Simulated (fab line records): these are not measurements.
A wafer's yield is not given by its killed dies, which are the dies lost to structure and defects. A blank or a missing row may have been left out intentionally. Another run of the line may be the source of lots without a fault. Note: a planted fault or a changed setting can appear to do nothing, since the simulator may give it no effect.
Chamber matching :: flow n5_finfet :: rie_si-06 running N5_FIN_SAQP_MANDREL_ETCH_58: 4 sister chambers
The step etches a-Si in HBr/Cl2, stops on SiNx, target depth 45 nm, bt time 10 s, time 27 s. 4 wafers are shown with their chamber, then 8 later ones without.

WAFERS WITH THEIR CHAMBER
wafer: L084.2
chamber: 3
throttle_valve_pct (%): 35.5

wafer: L087.4
chamber: 2
throttle_valve_pct (%): 35.2

wafer: L087.5
chamber: 0
throttle_valve_pct (%): 35.2

wafer: L089.2
chamber: 1
throttle_valve_pct (%): 35.6

WAFERS WHOSE CHAMBER IS MISSING
wafer: L089.3
throttle_valve_pct (%): 35.3

wafer: L089.5
throttle_valve_pct (%): 35.5

wafer: L093.2
throttle_valve_pct (%): 35.6

wafer: L093.3
throttle_valve_pct (%): 35.6

wafer: L093.4
throttle_valve_pct (%): 35.1

wafer: L095.2
throttle_valve_pct (%): 35.3

wafer: L095.3
throttle_valve_pct (%): 35.5

wafer: L095.4
throttle_valve_pct (%): 35.5

WHICH CHAMBER EACH WENT THROUGH
wafer: L089.3
from the rows above: can't be placed: 0 or 2 or 3
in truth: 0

wafer: L089.5
from the rows above: can't be placed: 3 or 1
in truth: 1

wafer: L093.2
from the rows above: can't be placed: 1 or 3
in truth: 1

wafer: L093.3
from the rows above: can't be placed: 1 or 3
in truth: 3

wafer: L093.4
from the rows above: can't be placed: 0 or 2
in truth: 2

wafer: L095.2
from the rows above: can't be placed: 0 or 2 or 3
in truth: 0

wafer: L095.3
from the rows above: can't be placed: 3 or 1
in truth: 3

wafer: L095.4
from the rows above: can't be placed: 3 or 1
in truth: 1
Correctly placed: 0 of 8. These rows do not allow placing 8 (true chamber among the candidates in 8). Wrongly placed: 0.
How it was worked out, from the rows above alone: a wafer's distance from a chamber is the root of the sum, over the readings, of the square of ((its reading less the chamber's mean) divided by the reading's scatter). The wafer belongs to the nearest chamber; if the next one is less than 2 further off, it can't be placed. For every chamber, the mean is computed from those of its wafers that are shown. The scatter: with one shown wafer a chamber, the root of the mean of the squares of how far each hidden wafer lies from its nearest shown one.
